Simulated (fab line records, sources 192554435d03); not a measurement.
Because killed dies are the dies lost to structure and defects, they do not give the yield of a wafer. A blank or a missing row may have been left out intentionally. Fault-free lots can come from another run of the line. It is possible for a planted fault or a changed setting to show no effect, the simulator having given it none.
fab line records    flow n5_finfet
record: lots: 7  wafers: 39
route steps=1938 shown BEOL_M11@1578 PAD_METAL@1895
start_h: start of the lot's first displayed wafer, in hours after the record's first day    wait_h: hours elapsed since this lot's preceding step    " repeats the value in the row above    L1.1+2: a single row standing in for several wafers    - no value present, or no start provided    * or withheld: withheld    < > ~ a bound
route shown NAME@n: a module of which the file shows steps, and the number in the route of the first    usual: mean/standard deviation of fault-free wafers    same: alike in all rows    chamber/n: place in a boat    sites: readings site by site    _std_site: how widely they spread, as a standard deviation    _edge_site: the outer-site mean with the inner-site mean subtracted    radius_mm: for every site, how far away it sits from the centre of the wafer    mask NAME#n: copy n    behind: tool/chamber where the wafer was last shaped    hold: why the lot went on hold/how many hours it stayed there/how the hold came to an end    device: the n, p or np transistor that did not switch    end of line: tests run on the same wafers once the route is complete    for a step that has no rows: nothing shown but its recipe    killed: dies that structure and defects cost at the first sort, which is not the same as the wafer's yield    map: a wafer's dies, x killed, . not, _ none there
set.NAME: the setting as run; set.NAME@STEP: as run at that earlier step    model.NAME: the simulator's own value behind a step, which no gauge read
one table per step and one row per wafer, for lots whose settings were changed on purpose
== steps ==
step: N5_BEOL_M11_TRENCH_ETCH_37
recipe: chemistry: C4F6/O2  target_depth_a: 1488.3  target: SiCOH_lowk  time_s: 48  ion_energy_ev: 250  pressure_mtorr: 30  source_w: 345  bias_w: 185  Ar_flow_sccm: 300  C4F6_flow_sccm: 10  O2_flow_sccm: 10
lot.wafer  tool         chamber  start_h  wait_h  set.target_depth_a  model.BEOL_M11.feature_depth_nm  model.etch.depth_nm  model.TiN_of_BEOL_M11_HM_DEP_02.thk_nm
L074.1     rie_diel-01  1        -        -       617.4               62.6                             62.7                 17.8
L074.2     "            0        "        "       617.4               62.6                             62.56                18
L074.3     "            2        "        "       617.4               63                               62.98                18
L074.4     "            3        "        "       1488.3              150.2                            150.2                15.4
L074.5     "            3        "        "       1488.3              150                              150                  15.6
L074.6     "            0        "        "       1488.3              150.4                            150.3                15.4
L077.1     rie_diel-03  1        -        -       1488.3              147.4                            147.4                16
L077.2     "            3        "        "       2357                241.6                            241.7                13.4
L077.3     "            2        "        "       2357                235.8                            235.7                13.6
L077.4     "            2        "        "       1488.3              148                              148.1                16
L077.5     "            1        "        "       2357                234                              234.1                13.6
L077.6     "            3        "        "       1488.3              152                              152.1                15.8
L079.1     rie_diel-01  0        -        -       1488.3              149.8                            149.8                15.8
L079.2     "            2        "        "       1488.3              150.8                            150.7                15.8
L079.3     "            1        "        "       1488.3              148.4                            148.5                15.6
L079.4     "            3        "        "       1488.3              148.8                            148.8                15.6
L079.5     "            1        "        "       1488.3              149.4                            149.3                15.8
L079.6     "            0        "        "       1488.3              150.4                            150.4                15.6
L081.1     rie_diel-01  1        -        -       1488.3              149.2                            149.2                15.6
L081.2     "            2        "        "       1488.3              151.8                            151.9                15.6
L081.3     "            0        "        "       983.7               99.2                             99.25                17
L081.4     "            3        "        "       1488.3              150.2                            150.2                15.4
L081.5     "            0        "        "       983.7               99.2                             99.27                16.8
L081.6     "            3        "        "       983.7               98.2                             98.1                 17.2
L083.2     rie_diel-02  2        -        -       1488.3              149.2                            149.3                15.8
L083.5     "            2        "        "       1488.3              149.4                            149.5                15.8
L083.6     "            1        "        "       1488.3              150.4                            150.4                15.8
L088.1     rie_diel-03  0        -        -       618                 61.6                             61.53                18.2
L088.2     "            2        "        "       618                 62.4                             62.39                18.4
L088.3     "            1        "        "       1488.3              147.4                            147.5                16.2
L088.4     "            3        "        "       618                 63.6                             63.62                18.4
L088.5     "            0        "        "       1488.3              148.6                            148.6                16.2
L088.6     "            3        "        "       1488.3              153.2                            153.1                15.6
L090.1     rie_diel-02  3        -        -       1888                189.2                            189.3                14.6
L090.2     "            2        "        "       1888                187.4                            187.4                14.6
L090.3     "            0        "        "       1888                187                              187                  14.6
L090.4     "            1        "        "       1488.3              149.2                            149.2                15.6
L090.5     "            2        "        "       1488.3              148.8                            148.9                15.6
L090.6     "            1        "        "       1488.3              148.6                            148.5                15.4
step: N5_BEOL_M11_ETCH_41
recipe: chemistry: CH3F/O2  target: SiCN  target_depth_a: 426  taper_deg: 2  time_s: 86  ion_energy_ev: 120  mask_material: TiN  pressure_mtorr: 30  source_w: 395  bias_w: 75  Ar_flow_sccm: 150  CH3F_flow_sccm: 30  O2_flow_sccm: 20
step: N5_BEOL_M11_STRIP_77
recipe: chemistry: N2/H2  time_s: 10  power_w: 450  temp_c: 40  pressure_mtorr: 20  rf_frequency_hz: 6e+07  bias_power_w: 7  n2_flow_sccm: 200  h2_flow_sccm: 200
step: N5_BEOL_M11_OCD_MEAS_38
usual: trench_depth_nm: 149.6/1.8
lot.wafer  tool    chamber  start_h  wait_h  set.target_depth_a@BEOL_M11_TRENCH_ETCH_37  trench_depth_nm
L074.1     ocd-02  -        230.09   -       617.4                                       63.4
L074.2     "       -        "        "       617.4                                       62.6
L074.3     "       -        "        "       617.4                                       63.2
L074.4     "       -        "        "       1488.3                                      150.4
L074.5     "       -        "        "       1488.3                                      150.4
L074.6     "       -        "        "       1488.3                                      150.4
L077.1     ocd-02  -        244.76   -       1488.3                                      147.5
L077.2     "       -        "        "       2357                                        241.5
L077.3     "       -        "        "       2357                                        236.1
L077.4     "       -        "        "       1488.3                                      148.0
L077.5     "       -        "        "       2357                                        233.9
L077.6     "       -        "        "       1488.3                                      152.5
L079.1     ocd-01  -        244.93   -       1488.3                                      150.0
L079.2     "       -        "        "       1488.3                                      151.1
L079.3     "       -        "        "       1488.3                                      148.7
L079.4     "       -        "        "       1488.3                                      148.6
L079.5     "       -        "        "       1488.3                                      149.2
L079.6     "       -        "        "       1488.3                                      149.8
L081.1     ocd-02  -        277.07   -       1488.3                                      148.9
L081.2     "       -        "        "       1488.3                                      152.0
L081.3     "       -        "        "       983.7                                       98.8
L081.4     "       -        "        "       1488.3                                      150.3
L081.5     "       -        "        "       983.7                                       99.0
L081.6     "       -        "        "       983.7                                       97.9
L083.2     ocd-01  -        282.38   -       1488.3                                      149.5
L083.5     "       -        "        "       1488.3                                      148.6
L083.6     "       -        "        "       1488.3                                      150.3
L088.1     ocd-02  -        310.24   -       618                                         61.4
L088.2     "       -        "        "       618                                         62.4
L088.3     "       -        "        "       1488.3                                      147.1
L088.4     "       -        "        "       618                                         63.7
L088.5     "       -        "        "       1488.3                                      148.7
L088.6     "       -        "        "       1488.3                                      153.4
L090.1     ocd-01  -        330.14   -       1888                                        189.3
L090.2     "       -        "        "       1888                                        187.4
L090.3     "       -        "        "       1888                                        186.9
L090.4     "       -        "        "       1488.3                                      149.1
L090.5     "       -        "        "       1488.3                                      148.7
L090.6     "       -        "        "       1488.3                                      148.6
step: N5_BEOL_M11_HM_STRIP_39
recipe: chemistry: peroxide_tin_strip  material: TiN  target_depth_a: 250  temp_c: 50  time_s: 158
step: N5_BEOL_M11_SRD_40
recipe: time_s: 30  temp_c: 23  rinse_liquid: diw  dry: ipa_marangoni
step: N5_BEOL_M11_ECD_50
recipe: material: Cu  target_thk_a: 3180
step: N5_BEOL_M11_ANNEAL_51
recipe: temp_c: 225  time_s: 90  ambient: N2
step: N5_BEOL_M11_CMP_52
recipe: stop_on: SiCOH_lowk  t_overpolish_s: 7  down_force_psi: 1  platen_rpm: 50  clearing_platen_down_force_psi: 1.5  clearing_platen_rpm: 50  post_cmp_clean: cu_alkaline  target_thk_nm: 140  clearing_platen_pad_velocity_m_s: 0.99484  pad_velocity_m_s: 0.99484
lot.wafer  tool    chamber  start_h  wait_h  set.target_depth_a@BEOL_M11_TRENCH_ETCH_37  model.Cu_of_BEOL_M11_ECD_50.thk_nm
L074.1+2   cmp-03  1,0      232.67   0.3     617.4                                       54.4
L074.3     "       2        "        "       617.4                                       56.4
L074.4+6   "       3,2      "        "       1488.3                                      142.8
L074.5     "       1        "        "       1488.3                                      140.6
L077.3     cmp-02  2        246.86   0.2     2357                                        225.6
L077.2     "       3        "        "       2357                                        231.8
L077.1     "       0        "        "       1488.3                                      136.8
L077.4     "       1        "        "       1488.3                                      137.4
L077.5     "       2        "        "       2357                                        224.4
L077.6     "       3        "        "       1488.3                                      142.4
L079.1     cmp-03  0        246.95   0.3     1488.3                                      141.8
L079.4+3   "       1,2      "        "       1488.3                                      140.4
L079.2     "       3        "        "       1488.3                                      142.8
L079.5     "       0        "        "       1488.3                                      140.6
L079.6     "       1        "        "       1488.3                                      142.4
L081.1     cmp-04  0        280.33   0.3     1488.3                                      141.2
L081.2     "       1        "        "       1488.3                                      144
L081.3     "       2        "        "       983.7                                       92.6
L081.4     "       3        "        "       1488.3                                      141.4
L081.6     "       0        "        "       983.7                                       89.4
L081.5     "       1        "        "       983.7                                       90.8
L083.2     cmp-02  3        285.73   0.3     1488.3                                      140.8
L083.5     "       0        "        "       1488.3                                      139.8
L083.6     "       1        "        "       1488.3                                      142.2
L088.3     cmp-04  2        313.66   0.4     1488.3                                      138.8
L088.4     "       3        "        "       618                                         54.6
L088.2     "       0        "        "       618                                         51.6
L088.1     "       1        "        "       618                                         53
L088.6     "       2        "        "       1488.3                                      142.4
L088.5     "       3        "        "       1488.3                                      138.2
L090.4     cmp-04  1        332.91   0.2     1488.3                                      140.4
L090.2     "       2        "        "       1888                                        179.2
L090.1     "       3        "        "       1888                                        180.2
L090.3     "       0        "        "       1888                                        178.2
L090.5     "       1        "        "       1488.3                                      140.8
L090.6     "       2        "        "       1488.3                                      140.2
step: N5_BEOL_M11_THK_MEAS_53
recipe: thk_meas_gauge: xrf  reads: Cu_of_BEOL_M11_ECD_50
usual: M11_THK: 142.3/2.4
lot.wafer  tool           chamber  start_h  wait_h  set.target_depth_a@BEOL_M11_TRENCH_ETCH_37  M11_THK[nm]
L074.1     film_metro-01  -        232.96   -       617.4                                       55.2
L074.2     "              -        "        "       617.4                                       55.0
L074.3     "              -        "        "       617.4                                       57.2
L074.4     "              -        "        "       1488.3                                      145.3
L074.5     "              -        "        "       1488.3                                      143.9
L074.6     "              -        "        "       1488.3                                      144.6
L077.1     film_metro-01  -        247.15   -       1488.3                                      139.2
L077.2     "              -        "        "       2357                                        236.1
L077.3     "              -        "        "       2357                                        229.0
L077.4     "              -        "        "       1488.3                                      139.8
L077.5     "              -        "        "       2357                                        227.7
L077.6     "              -        "        "       1488.3                                      144.4
L079.1     film_metro-02  -        247.25   -       1488.3                                      145.1
L079.2     "              -        "        "       1488.3                                      145.9
L079.3     "              -        "        "       1488.3                                      142.8
L079.4     "              -        "        "       1488.3                                      143.1
L079.5     "              -        "        "       1488.3                                      142.8
L079.6     "              -        "        "       1488.3                                      145.6
L081.1     film_metro-02  -        280.62   -       1488.3                                      143.1
L081.2     "              -        "        "       1488.3                                      146.1
L081.3     "              -        "        "       983.7                                       94.1
L081.4     "              -        "        "       1488.3                                      144.3
L081.5     "              -        "        "       983.7                                       92.2
L081.6     "              -        "        "       983.7                                       90.7
L083.2     film_metro-01  -        285.92   -       1488.3                                      142.9
L083.5     "              -        "        "       1488.3                                      142.2
L083.6     "              -        "        "       1488.3                                      144.2
L088.1     film_metro-02  -        313.96   -       618                                         53.3
L088.2     "              -        "        "       618                                         51.9
L088.3     "              -        "        "       1488.3                                      140.2
L088.4     "              -        "        "       618                                         55.1
L088.5     "              -        "        "       1488.3                                      138.9
L088.6     "              -        "        "       1488.3                                      143.4
L090.1     film_metro-02  -        333.21   -       1888                                        180.5
L090.2     "              -        "        "       1888                                        180.1
L090.3     "              -        "        "       1888                                        178.3
L090.4     "              -        "        "       1488.3                                      140.9
L090.5     "              -        "        "       1488.3                                      140.7
L090.6     "              -        "        "       1488.3                                      141.0
step: N5_BEOL_M11_PRE_CLEAN_55
recipe: gas: NH3  time_s: 15  temp_c: withheld  rf_power_w: 300
step: N5_BEOL_M11_DEP_56
recipe: material: SiCN  target_thk_a: 300  temp_c: withheld  precursor: 3MS/NH3  pressure_torr: 3  rf_w: 675  time_s: 10.5
step: N5_BEOL_M11_RS_MEAS_57
recipe: thk_meas_gauge: four-point-probe  reads: Cu_of_BEOL_M11_ECD_50+Co_of_BEOL_M11_CVD_75+TaN_of_BEOL_M11_ALD_74
usual: M11_RS: 0.1500/0.0024
lot.wafer  tool           chamber  start_h  wait_h  set.target_depth_a@BEOL_M11_TRENCH_ETCH_37  M11_RS[ohm/sq]
L074.1     film_metro-01  -        233.09   0.0     617.4                                       0.4536
L074.2     "              -        "        "       617.4                                       0.4547
L074.3     "              -        "        "       617.4                                       0.4349
L074.4     "              -        "        "       1488.3                                      0.1476
L074.5     "              -        "        "       1488.3                                      0.1500
L074.6     "              -        "        "       1488.3                                      0.1479
L077.1     film_metro-01  -        247.28   0.0     1488.3                                      0.1546
L077.2     "              -        "        "       2357                                        0.0876
L077.3     "              -        "        "       2357                                        0.0903
L077.4     "              -        "        "       1488.3                                      0.1542
L077.5     "              -        "        "       2357                                        0.0906
L077.6     "              -        "        "       1488.3                                      0.1482
L079.1     film_metro-01  -        247.37   0.0     1488.3                                      0.1489
L079.2     "              -        "        "       1488.3                                      0.1479
L079.3     "              -        "        "       1488.3                                      0.1505
L079.4     "              -        "        "       1488.3                                      0.1505
L079.5     "              -        "        "       1488.3                                      0.1504
L079.6     "              -        "        "       1488.3                                      0.1480
L081.1     film_metro-01  -        280.75   0.0     1488.3                                      0.1494
L081.2     "              -        "        "       1488.3                                      0.1464
L081.3     "              -        "        "       983.7                                       0.2409
L081.4     "              -        "        "       1488.3                                      0.1494
L081.5     "              -        "        "       983.7                                       0.2453
L081.6     "              -        "        "       983.7                                       0.2506
L083.2     film_metro-01  -        286.04   0.0     1488.3                                      0.1504
L083.5     "              -        "        "       1488.3                                      0.1513
L083.6     "              -        "        "       1488.3                                      0.1482
L088.1     film_metro-02  -        314.08   0.0     618                                         0.4701
L088.2     "              -        "        "       618                                         0.4867
L088.3     "              -        "        "       1488.3                                      0.1522
L088.4     "              -        "        "       618                                         0.4523
L088.5     "              -        "        "       1488.3                                      0.1535
L088.6     "              -        "        "       1488.3                                      0.1483
L090.1     film_metro-01  -        333.33   0.0     1888                                        0.1148
L090.2     "              -        "        "       1888                                        0.1150
L090.3     "              -        "        "       1888                                        0.1161
L090.4     "              -        "        "       1488.3                                      0.1501
L090.5     "              -        "        "       1488.3                                      0.1498
L090.6     "              -        "        "       1488.3                                      0.1506
step: N5_PASSIVATION_SPUTTER_20
recipe: material: TaN  target_thk_a: 500  temp_c: 25  chamber_pressure_pa: 0.4
lot.wafer   tool            chamber  start_h  wait_h  set.target_thk_a  model.TaN_of_PASSIVATION_SPUTTER_20.thk_nm
L074.1      pvd_sputter-03  -        265.65   0.0     271.7             27
L074.2      "               -        "        "       500               49.8
L074.3      "               -        "        "       271.7             27.2
L074.4      "               -        "        "       500               50.2
L074.5      "               -        "        "       500               49.6
L074.6      "               -        "        "       271.7             27.8
L077.1      pvd_sputter-03  -        279.17   0.0     402.8             40.4
L077.2      "               -        "        "       500               49.8
L077.3      "               -        "        "       402.8             40.6
L077.4      "               -        "        "       402.8             40.2
L077.5      "               -        "        "       500               50.4
L077.6      "               -        "        "       500               50
L079.1+3    pvd_sputter-03  -        279.83   0.0     374.7             37.8
L079.2      "               -        "        "       374.7             37.4
L079.4      "               -        "        "       500               50
L079.5      "               -        "        "       500               50.6
L079.6      "               -        "        "       500               49.6
L081.1      pvd_sputter-03  -        308.74   0.0     240.2             23.8
L081.2      "               -        "        "       500               49.4
L081.3      "               -        "        "       240.2             23.6
L081.4      "               -        "        "       500               49.2
L081.5      "               -        "        "       240.2             24.2
L081.6      "               -        "        "       500               50
L083.2+5+6  pvd_sputter-01  -        317.79   0.0     500               50.2
L088.1      pvd_sputter-03  -        355.08   0.0     500               48.8
L088.2      "               -        "        "       500               49.4
L088.3      "               -        "        "       726.6             71.6
L088.4+6    "               -        "        "       726.6             71.4
L088.5      "               -        "        "       500               49.2
L090.1+2+5  pvd_sputter-02  -        365.59   0.0     500               50.2
L090.3      "               -        "        "       400               40.6
L090.4      "               -        "        "       400               40
L090.6      "               -        "        "       400               40.4
== key ==
split: step: N5_BEOL_M11_TRENCH_ETCH_37  setting: target_depth_a  stated: 1488.3  by: wafer
response: step: N5_BEOL_M11_TRENCH_ETCH_37  reading: model.BEOL_M11.feature_depth_nm  change: +1.5  per: 1%  r: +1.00
response: step: N5_BEOL_M11_TRENCH_ETCH_37  reading: model.etch.depth_nm  change: +1.5  per: 1%  r: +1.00
response: step: N5_BEOL_M11_TRENCH_ETCH_37  reading: model.TiN_of_BEOL_M11_HM_DEP_02.thk_nm  change: -0.0409  per: 1%  r: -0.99
response: step: N5_BEOL_M11_OCD_MEAS_38  reading: trench_depth_nm  change: +1.5  per: 1%  r: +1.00
response: step: N5_BEOL_M11_CMP_52  reading: model.Cu_of_BEOL_M11_ECD_50.thk_nm  change: +1.49  per: 1%  r: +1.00
response: step: N5_BEOL_M11_THK_MEAS_53  reading: M11_THK  change: +1.51  per: 1%  r: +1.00
response: step: N5_BEOL_M11_RS_MEAS_57  reading: M11_RS  shape: bent  at_lowest: 0.4477  at_stated: 0.1499  at_highest: 0.0895
split: step: N5_PASSIVATION_SPUTTER_20  setting: target_thk_a  stated: 500  by: wafer
response: step: N5_PASSIVATION_SPUTTER_20  reading: model.TaN_of_PASSIVATION_SPUTTER_20.thk_nm  change: +0.494  per: 1%  r: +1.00
